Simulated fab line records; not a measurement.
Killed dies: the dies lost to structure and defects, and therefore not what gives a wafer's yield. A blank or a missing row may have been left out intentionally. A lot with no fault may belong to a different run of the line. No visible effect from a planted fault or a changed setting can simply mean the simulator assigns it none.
Matching of chambers    flow nand harc    cmp-03 running NHARC_A_STAIRCASE_CMP_152: 4 sister chambers
The step polishes. 7 wafers are shown with their chamber, then 9 later ones without.

== WAFERS PAIRED WITH THEIR CHAMBERS ==
wafer   chamber  motor current A (A)
L084.5  0        13.7
L087.1  2        14.6
L087.2  1        12.5
L087.6  3        13.4
L088.1  1        12.5
L088.3  3        13.0
L088.5  0        13.6

== WAFERS MISSING THEIR CHAMBER ==
wafer   motor current A (A)
L091.1  12.7
L091.3  12.4
L091.4  13.9
L094.3  12.3
L094.4  13.1
L094.6  13.4
L096.2  14.0
L096.4  12.2
L096.5  11.8

== WHICH CHAMBER EACH ONE RAN IN ==
wafer    from the rows above       in truth
L091.1   can't be placed: 1 or 3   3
L091.3   1                         1
L091.4   0                         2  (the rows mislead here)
L094.3   1                         1
L094.4   3                         3
L094.6   can't be placed: 3 or 0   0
L096.2   can't be placed: 0 or 2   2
L096.4   1                         1
L096.5   1                         1
Placed correctly: 5 of 9. These rows do not allow placing 3 (true chamber among the candidates in 3). Placed wrongly: 1.
How it was worked out, from the rows above alone: a wafer's distance from a chamber is the root of the sum, over the readings, of the square of ((its reading less the chamber's mean) divided by the reading's scatter). If the next closest chamber is less than 2 further off than the closest, the wafer can't be placed; otherwise it belongs to the closest. The mean given for a chamber averages the wafers shown for that chamber. The scatter: take each reading less its chamber's mean, square it, sum over the shown wafers, divide by the number of wafers less the number of chambers, and take the root.
